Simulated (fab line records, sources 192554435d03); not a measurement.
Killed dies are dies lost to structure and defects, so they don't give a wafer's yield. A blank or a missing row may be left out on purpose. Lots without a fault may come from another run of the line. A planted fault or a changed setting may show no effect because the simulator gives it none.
fab line records | flow n5_finfet
record lots=6 wafers=18 last_day=17
route steps=1938 shown MOL_CONTACT_COAG@615 PASSIVATION@1936
lots that met no fault: from a run of the same line without faults
start_h: hours from the record's first day to the start of the lot's first wafer shown | wait_h: hours since the lot's step before | " the same as in the row above | L1.1+2: a row that stands for several wafers | - no value, or no start given | * or withheld: withheld | < > ~ a bound
route shown NAME@n: a module of which the file shows steps, and the number in the route of the first | usual: mean/standard deviation of fault-free wafers | same: alike in all rows | chamber/n: place in a boat | sites: the reading at each site | _std_site: their standard deviation | _edge_site: outer sites' mean less inner sites' | radius_mm: how far each site lies from the wafer's centre | mask NAME#n: copy n | behind: the tool/chamber that last shaped the wafer | hold: why the lot was held/for how many hours/how that ended | device: the transistor (n, p or np) that didn't switch | end of line: the same wafers' tests at the end of the route | a step without rows: its recipe alone | killed: dies lost to structure and defects at the first sort, not the wafer's yield | map: a wafer's dies, x killed, . not, _ none there
set.NAME: the setting as run; set.NAME@STEP: as run at that earlier step | model.NAME: the simulator's own value behind a step, which no gauge read
lots at some steps of the route; a table a step, a row a wafer
services: from which hour (start_h, from the record's first day; less than 0 if before it) a tool's chamber was out of use, for how many hours, and why
## steps
# step N5_MOL_CONTACT_COAG_VIA_ETCH_117
# recipe chemistry=C4F6/O2 target_depth_a=400 overetch_a=80 mask_material=SOC target=SiO2 bias_w=455 pressure_mtorr=10 time_s=26 source_w=325 Ar_flow_sccm=300 C4F6_flow_sccm=10 O2_flow_sccm=10 ion_energy_ev=575.3 ends=end_point
# step N5_MOL_CONTACT_COAG_ETCH_124
# recipe chemistry=CH3F/O2 target=SiNx target_depth_a=65 mask_material=SOC stop_on=SiOC over_etch_frac=0.3 ion_energy_ev=120 pressure_mtorr=30 source_w=395 bias_w=73 Ar_flow_sccm=150 CH3F_flow_sccm=30 O2_flow_sccm=20 ends=end_point
# usual drypump_motor_current_A=5.5/0.31 oes_o_777_au=0.78/0.07 oes_product_au=0.67/0.064 rf_vpp_V=297/6.1 showerhead_plenum_p_Torr=2.01/0.058 throttle_valve_pct=16.47/0.18
# columns lot.wafer tool chamber start_h wait_h drypump_motor_current_A oes_o_777_au oes_product_au rf_hours_counter_h rf_vpp_V showerhead_plenum_p_Torr throttle_valve_pct
L659.1 rie_diel-01 1 107.35 0.0 5.7 0.97 0.83 3 304 2.05 16.17
L659.3 " 2 " " 5.7 0.84 0.71 74 293 2.02 16.35
L659.5 " 2 " " 5.7 0.85 0.71 - 294 2.02 16.35
L661.2 rie_diel-02 3 117.83 0.0 5.1 0.76 0.65 160 306 2.08 16.72
L661.3 " 1 " " 5.2 0.77 0.66 124 294 2.01 16.27
L661.5 " 1 " " 5.2 0.77 0.66 - 292 2.01 16.27
L671.1 rie_diel-06 2 180.40 0.0 5.1 0.68 0.59 201 299 2.08 16.56
L671.4 " 0 " " 5.2 0.74 0.62 - 292 2.07 16.71
L671.5 " 2 " " 5.1 0.69 0.60 - 299 2.08 16.55
L673.2 rie_diel-06 3 196.12 0.0 5.9 0.76 0.63 176 287 1.92 16.48
L673.3 " 2 " " 5.1 0.68 0.59 209 300 2.08 16.57
L673.5 " 3 " " 5.9 0.77 0.63 - 286 1.92 16.49
L675.1 rie_diel-01 1 205.94 0.0 5.8 0.87 0.76 36 303 2.04 16.21
L675.3 " 2 " " 5.6 0.81 0.68 107 292 2.01 16.44
L675.4 " 3 " " 5.7 0.73 0.62 195 301 1.98 16.58
L679.1 rie_diel-02 2 227.24 0.0 5.3 0.71 0.61 215 305 1.90 16.82
L679.3 " 3 " " 5.1 0.73 0.62 198 305 2.07 16.77
L679.4 " 1 " " 5.2 0.74 0.63 161 293 2.00 16.36
# step N5_MOL_CONTACT_COAG_ETCH_48
# recipe chemistry=C4F6/O2 target_depth_a=150 overetch_a=45 mask_material=SOC target=SiOC bias_w=465 pressure_mtorr=10 time_s=17 source_w=335 Ar_flow_sccm=300 C4F6_flow_sccm=10 O2_flow_sccm=10 ion_energy_ev=576
# usual drypump_motor_current_A=5.5/0.31 oes_o_777_au=0.78/0.071 oes_product_au=0.66/0.069 rf_vpp_V=1589/30 showerhead_plenum_p_Torr=2.86/0.078 throttle_valve_pct=40.8/0.3
# columns lot.wafer tool chamber start_h wait_h drypump_motor_current_A oes_o_777_au oes_product_au rf_hours_counter_h rf_vpp_V showerhead_plenum_p_Torr throttle_valve_pct
L659.1 rie_diel-01 1 107.39 0.0 5.8 0.96 0.81 3 1619 2.90 40.4
L659.3 " 2 " " 5.7 0.85 0.68 74 1566 2.87 40.7
L659.5 " 2 " " 5.7 0.85 0.70 - 1567 2.87 40.7
L661.2 rie_diel-02 3 117.87 0.0 5.1 0.76 0.62 160 1637 2.96 41.3
L661.3 " 1 " " 5.2 0.77 0.63 124 1566 2.85 40.8
L661.5 " 1 " " 5.2 0.78 0.60 - 1567 2.85 40.8
L671.1 rie_diel-06 2 180.44 0.0 5.1 0.68 0.58 201 1597 2.96 40.7
L671.4 " 0 " " 5.2 0.74 0.63 - 1559 2.93 41.1
L671.5 " 2 " " 5.1 0.68 0.60 - 1595 2.96 40.7
L673.2 rie_diel-06 3 196.16 0.0 5.9 0.76 0.65 176 1539 2.74 41.0
L673.3 " 2 " " 5.1 0.68 0.63 210 1597 2.95 40.7
L673.5 " 3 " " 5.9 0.75 0.68 - 1539 2.74 41.0
L675.1 rie_diel-01 1 205.98 0.0 5.7 0.87 0.78 36 1621 2.89 40.4
L675.3 " 2 " " 5.7 0.81 0.65 107 1566 2.85 40.7
L675.4 " 3 " " 5.7 0.74 0.64 195 1605 2.82 40.8
L679.1 rie_diel-02 2 227.28 0.0 5.3 0.70 0.60 215 1625 2.70 41.1
L679.3 " 3 " " 5.1 0.72 0.65 198 1635 2.94 41.4
L679.4 " 1 " " 5.2 0.74 0.65 161 1565 2.83 40.8
# step N5_MOL_CONTACT_COAG_STRIP_72
# recipe chemistry=N2/H2 power_w=450 temp_c=40 pressure_mtorr=20 rf_frequency_hz=6e+07 overash_fraction=3 bias_power_w=7 h2_frac=0.5 n2_flow_sccm=200 h2_flow_sccm=200
# usual drypump_motor_current_A=5.5/0.32 oes_product_au=0.78/0.078 rf_vpp_V=58.9/1.9 showerhead_plenum_p_Torr=2.54/0.073 temp_c=40.01/0.11 throttle_valve_pct=23.75/0.29
# same overash_fraction=3
# columns lot.wafer tool chamber start_h wait_h drypump_motor_current_A oes_product_au rf_hours_counter_h rf_vpp_V showerhead_plenum_p_Torr temp_c throttle_valve_pct
L659.1 rie_diel-01 1 107.45 0.0 5.8 0.99 3 58.9 2.58 39.86 23.18
L659.3 " 2 " " 5.6 0.83 74 59.2 2.57 39.86 23.91
L659.5 " 2 " " 5.6 0.83 - 63.4 2.57 39.87 23.96
L661.2 rie_diel-02 3 117.92 0.0 5.1 0.77 160 61.4 2.66 40.05 24.37
L661.3 " 1 " " 5.2 0.77 124 60.4 2.56 40.08 23.63
L661.5 " 1 " " 5.3 0.79 - 57.2 2.56 40.19 23.62
L671.1 rie_diel-06 2 180.50 0.0 5.2 0.69 201 58.0 2.62 39.97 23.55
L671.4 " 0 " " 5.2 0.71 - 61.1 2.61 40.11 23.79
L671.5 " 2 " " 5.1 0.69 - 58.8 2.62 40.04 23.53
L673.2 rie_diel-06 3 196.21 0.0 5.9 0.73 176 62.4 2.44 39.63 24.00
L673.3 " 2 " " 5.1 0.69 210 58.2 2.61 40.04 23.55
L673.5 " 3 " " 5.9 0.74 - 57.3 2.44 39.93 24.04
L675.1 rie_diel-01 1 206.03 0.0 5.8 0.89 36 59.7 2.57 39.91 23.25
L675.3 " 2 " " 5.7 0.79 107 62.4 2.56 40.10 24.01
L675.4 " 3 " " 5.8 0.73 195 52.6 2.51 40.13 23.70
L679.1 rie_diel-02 2 227.33 0.0 5.3 0.71 215 57.7 2.39 40.03 24.11
L679.3 " 3 " " 5.1 0.71 198 61.4 2.64 40.10 24.41
L679.4 " 1 " " 5.2 0.75 161 57.6 2.54 40.16 23.65
# step N5_MOL_CONTACT_COAG_STRIP_49
# recipe chemistry=N2/H2 time_s=30 power_w=1000 temp_c=250 pressure_mtorr=withheld n2_flow_sccm=1750 h2_flow_sccm=3250
# usual drypump_motor_current_A=5.23/0.23 heater_power_w=347/40 temp_c=250.01/0.17
# columns lot.wafer tool chamber start_h wait_h drypump_motor_current_A heater_power_w rf_hours_counter_h temp_c
L659.1 plasma_asher-02 1 107.53 - 5.19 365 96 249.86
L659.3 " 0 " " 5.39 383 - 249.84
L659.5 " 0 " " 5.39 391 - 249.86
L661.2 plasma_asher-02 0 118.00 - 5.37 408 98 250.23
L661.3 " 0 " " 5.39 398 - 250.40
L661.5 " 1 " " 5.19 357 - 250.02
L671.1 plasma_asher-02 1 180.58 - 5.18 354 111 250.09
L671.4 " 1 " " 5.19 352 - 250.03
L671.5 " 1 " " 5.18 362 - 250.00
L673.2 plasma_asher-02 1 196.29 - 5.20 347 114 249.68
L673.3 " 1 " " 5.21 349 - 249.69
L673.5 " 1 " " 5.20 352 - 249.93
L675.1 plasma_asher-02 1 206.16 - 5.20 356 116 250.00
L675.3 " 0 " " 5.38 403 - 250.10
L675.4 " 1 " " 5.22 348 - 250.17
L679.1 plasma_asher-01 1 227.41 - 5.47 287 66 249.97
L679.3 " 0 " " 4.84 334 - 249.78
L679.4 " 1 " " 5.46 289 - 250.05
# step N5_MOL_CONTACT_COAG_PRECLEAN_138
# recipe chemistry=alkaline_clean temp_c=60 time_s=60 do_ppb=50
# step N5_MOL_CONTACT_COAG_SRD_139
# recipe dry=ipa_marangoni time_s=30 temp_c=23 rinse_liquid=diw
# step N5_MOL_CONTACT_COAG_CD_MEAS_101
# recipe target_cd_nm=16
# usual cd_nm=16.1/0.35
# columns lot.wafer tool chamber start_h wait_h cd_nm
L659.1 cd_sem-02 - 107.68 0.0 16.5
L659.3 " - " " 16.5
L659.5 " - " " 16.5
L661.2 cd_sem-01 - 118.15 0.0 15.8
L661.3 " - " " 15.8
L661.5 " - " " 15.4
L671.1 cd_sem-01 - 180.73 0.0 16.8
L671.4 " - " " 15.7
L671.5 " - " " 16.6
L673.2 cd_sem-02 - 196.44 0.0 16.0
L673.3 " - " " 16.8
L673.5 " - " " 16.7
L675.1 cd_sem-02 - 206.31 0.0 15.7
L675.3 " - " " 17.1
L675.4 " - " " 16.1
L679.1 cd_sem-01 - 227.56 0.0 15.7
L679.3 " - " " 15.7
L679.4 " - " " 15.4
# step N5_MOL_CONTACT_COAG_PRE_CLEAN_121
# recipe gas=H2/He time_s=* temp_c=withheld
# step N5_MOL_CONTACT_COAG_CVD_140
# recipe material=W target_thk_a=665 mode=selective_fill temp_c=300 time_s=215
# usual heater_power_w=517/33
# columns lot.wafer tool chamber start_h wait_h heater_power_w
L659.1 cvd_w-02 1 107.81 0.1 498
L659.3 " 1 " " 503
L659.5 " 0 " " 479
L661.2 cvd_w-02 1 118.28 0.1 501
L661.3 " 1 " " 508
L661.5 " 1 " " 500
L671.1 cvd_w-02 0 180.86 0.1 479
L671.4 " 1 " " 483
L671.5 " 0 " " 476
L673.2 cvd_w-01 1 196.57 0.1 530
L673.3 " 0 " " 569
L673.5 " 0 " " 562
L675.1 cvd_w-02 1 206.44 0.1 504
L675.3 " 1 " " 499
L675.4 " 0 " " 470
L679.1 cvd_w-01 0 227.69 0.1 566
L679.3 " 0 " " 548
L679.4 " 1 " " 518
# step N5_MOL_CONTACT_COAG_PRECLEAN_127
# recipe chemistry=DIW time_s=57.5 temp_c=23
# step N5_MOL_CONTACT_COAG_SRD_128
# recipe dry_time_s=32 dry=n2_spin spin_rpm=1500
# step N5_MOL_CONTACT_COAG_CMP_52
# recipe stop_on=SiO2 t_overpolish_s=1.5 post_cmp_clean=w_dilute_nh4oh down_force_psi=4 platen_rpm=50.289 pad_velocity_m_s=1.0006 target_thk_nm=66.5
# usual motor_current_A=12.5/1.2 overpolish_run_s=1.501/0.0094 platen_rpm=50.29/0.034 retaining_ring_pressure_frac=0.999/0.0049 time_to_endpoint_s=13.7/2.5
# columns lot.wafer tool chamber start_h wait_h motor_current_A overpolish_run_s platen_rpm retaining_ring_pressure_frac time_to_endpoint_s
L659.3 cmp-01 1 108.13 0.0 13.2 1.507 50.24 0.994 14.6
L659.1 " 0 " " 12.7 1.512 50.21 1.003 11.8
L659.5 " 1 " " 12.2 1.508 50.28 0.997 16.1
L661.3 cmp-04 0 118.60 0.0 13.2 1.487 50.33 0.989 10.6
L661.2 " 1 " " 12.5 1.497 50.29 1.007 12.7
L661.5 " 1 " " 11.9 1.494 50.24 1.002 14.1
L671.1 cmp-04 0 181.26 0.1 13.0 1.497 52.33 1.002 15.9
L671.4 " 2 " " 14.1 1.507 52.29 0.999 13.6
L671.5 " 0 " " 12.6 1.491 52.34 1.005 12.9
L673.3 cmp-04 0 196.97 0.1 12.9 1.490 52.29 0.994 10.6
L673.2 " 1 " " 12.6 1.502 52.27 1.000 13.4
L673.5 " 2 " " 13.7 1.511 52.31 1.003 10.3
L675.4 cmp-03 3 206.89 0.1 10.1 1.488 50.28 0.995 19.4
L675.3 " 0 " " 11.8 1.493 50.29 1.012 13.5
L675.1 " 2 " " 12.2 1.506 50.35 0.993 13.7
L679.3 cmp-01 2 228.02 0.0 11.5 1.510 50.36 1.001 10.6
L679.1 " 3 " " 10.9 1.490 50.29 0.996 12.9
L679.4 " 1 " " 12.6 1.488 50.27 0.993 16.7
# step N5_MOL_CONTACT_COAG_THK_MEAS_53
# recipe reads=SiO2_of_MOL_CONTACT_COAG_PECVD_31
# usual VIA_MOL_THK=44.1/0.61
# columns lot.wafer tool chamber start_h wait_h VIA_MOL_THK[nm]
L659.1 film_metro-01 - 108.42 - 43.2
L659.3 " - " " 43.4
L659.5 " - " " 44.6
L661.2 film_metro-02 - 118.90 - 43.2
L661.3 " - " " 43.5
L661.5 " - " " 44.1
L671.1 film_metro-01 - 181.51 - 43.3
L671.4 " - " " 44.6
L671.5 " - " " 44.6
L673.2 film_metro-01 - 197.18 - 44.1
L673.3 " - " " 44.2
L673.5 " - " " 44.7
L675.1 film_metro-02 - 207.18 - 44.1
L675.3 " - " " 43.5
L675.4 " - " " 44.3
L679.1 film_metro-01 - 228.31 - 44.5
L679.3 " - " " 43.8
L679.4 " - " " 44.3
# step N5_PASSIVATION_PROBE_49
# usual killed_at_M0_to_M3=35/12 killed_at_M4_up=13/5.8 killed_at_contacts=12/5.5 killed_at_front_end=36/9.9 killed_at_other=4/3.7 killed_dies=101/18 killed_open=66/13 killed_short=33/8
# same gross_dies=1180 killed_at_back_side=0
# columns lot.wafer tool chamber start_h wait_h killed_at_M0_to_M3 killed_at_M4_up killed_at_contacts killed_at_front_end killed_at_other killed_dies killed_open killed_short
L659.1 prober-01 - 299.94 0.0 44 14 5 31 3 97 65 29
L659.3 prober-01 - 300.04 0.1 39 19 15 41 2 116 66 45
L659.5 prober-01 - 300.14 0.2 64 7 8 42 1 122 77 44
L671.1 prober-02 - 372.10 0.0 17 12 17 45 1 92 55 36
L671.5 prober-02 - 372.30 0.2 34 15 12 37 0 98 65 32
# killed by level:class
L659.1 BEOL_M0_SAQP:geometric_particle:open=13 BEOL_M2:geometric_particle:open=11 STI_FIN_REVEAL:geometric_particle:open=10 BEOL_M3:geometric_particle:open=9 BEOL_M4:geometric_particle:open=8 GATE_CUT:geometric_particle:short=5 BEOL_M0_SAQP:geometric_particle:short=5 MOL_CONTACT_COAG:geometric_particle:open=4
L659.3 FIN_SAQP:geometric_particle:short=11 BEOL_M2:geometric_particle:open=11 MOL_CONTACT_COAG:geometric_particle:open=10 BEOL_M3:geometric_particle:short=9 FIN_SAQP:geometric_particle:open=8 BEOL_M4:geometric_particle:open=8 BEOL_M0_SAQP:geometric_particle:short=6 MOL_CONTACT_COAG:geometric_particle:short=5
L659.5 FIN_SAQP:geometric_particle:open=17 BEOL_M3:geometric_particle:open=14 FIN_SAQP:geometric_particle:short=11 BEOL_M0_SAQP:geometric_particle:short=11 BEOL_M2:geometric_particle:open=8 MOL_CONTACT_COAG:geometric_particle:open=8 BEOL_M0_SAQP:geometric_particle:open=8 BEOL_M1:geometric_particle:short=8
L671.1 MOL_CONTACT_COAG:geometric_particle:open=14 FIN_SAQP:geometric_particle:short=8 DUMMY_GATE:geometric_particle:open=7 STI_FIN_REVEAL:geometric_particle:open=4 BEOL_M5:geometric_particle:open=4 STARTING-WAFER:geometric_particle:short=4 FIN_SAQP:geometric_particle:open=3 SPACER0:geometric_particle:open=3
L671.5 BEOL_M4:geometric_particle:open=10 MOL_CONTACT_COAG:geometric_particle:open=9 BEOL_M1:geometric_particle:open=8 FIN_SAQP:geometric_particle:short=7 BEOL_M0_SAQP:geometric_particle:short=7 BEOL_M2:geometric_particle:open=7 FIN_SAQP:geometric_particle:open=5 BEOL_M0_SAQP:geometric_particle:open=5
## services
# columns tool chamber start_h hours kind
rie_diel-01 2 84.59 4.7 repair
cmp-01 - 86.08 1.8 repair
cmp-03 - 89.40 0.2 repair
rie_diel-02 0 92.12 4.1 repair
rie_diel-06 3 93.50 2.2 repair
cvd_w-02 - 111.62 2.8 pm
cvd_w-02 - 116.56 1.6 repair
cmp-01 - 120.50 1.2 repair
cmp-04 - 129.99 4.7 pm
rie_diel-06 1 144.17 - clean
rie_diel-06 1 144.17 - consumable_replace:focus_ring
rie_diel-06 1 144.17 14.5 scheduled_down
rie_diel-06 1 144.17 14.5 vent_cycle
cmp-04 - 150.54 5.1 repair
plasma_asher-02 - 158.03 2.8 pm
rie_diel-02 2 173.19 5.9 repair
rie_diel-06 1 176.21 35.1 repair
rie_diel-02 - 182.74 0.5 repair
rie_diel-02 2 192.53 6.0 repair
cmp-01 - 197.60 4.0 pm
cmp-01 - 201.60 - consumable_replace:conditioner
cmp-01 - 206.87 0.6 repair
cmp-03 - 222.93 2.0 repair
cmp-04 - 223.35 3.7 repair
## key
first_sign step=N5_MOL_CONTACT_COAG_CMP_52 reading=platen_rpm direction=up sigmas=59 usual=50.29 struck=52.31
effect none on later readings
met_at N5_MOL_CONTACT_COAG_CMP_52
struck_wafers L671.1,L671.4,L671.5,L673.2,L673.3,L673.5
tester_left_out L671,L673
onset_between 118.60 181.26
fault kind=process_parameter_drift tool=cmp-04 chamber=- onset_h=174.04 steps=N5_MOL_CONTACT_COAG_CMP_52 channel=platen_rpm offset=2.0116 shape=step end_h=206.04 acts_in=these_recipes_only stated=50.289
# tester_left_out: of these lots the tester's yield and bins aren't shown, on N5 and GAA mostly nor the transistor test; their killed dies are dies lost to structure and defects alone, not to doping, threshold or leakage, so they don't give the yield
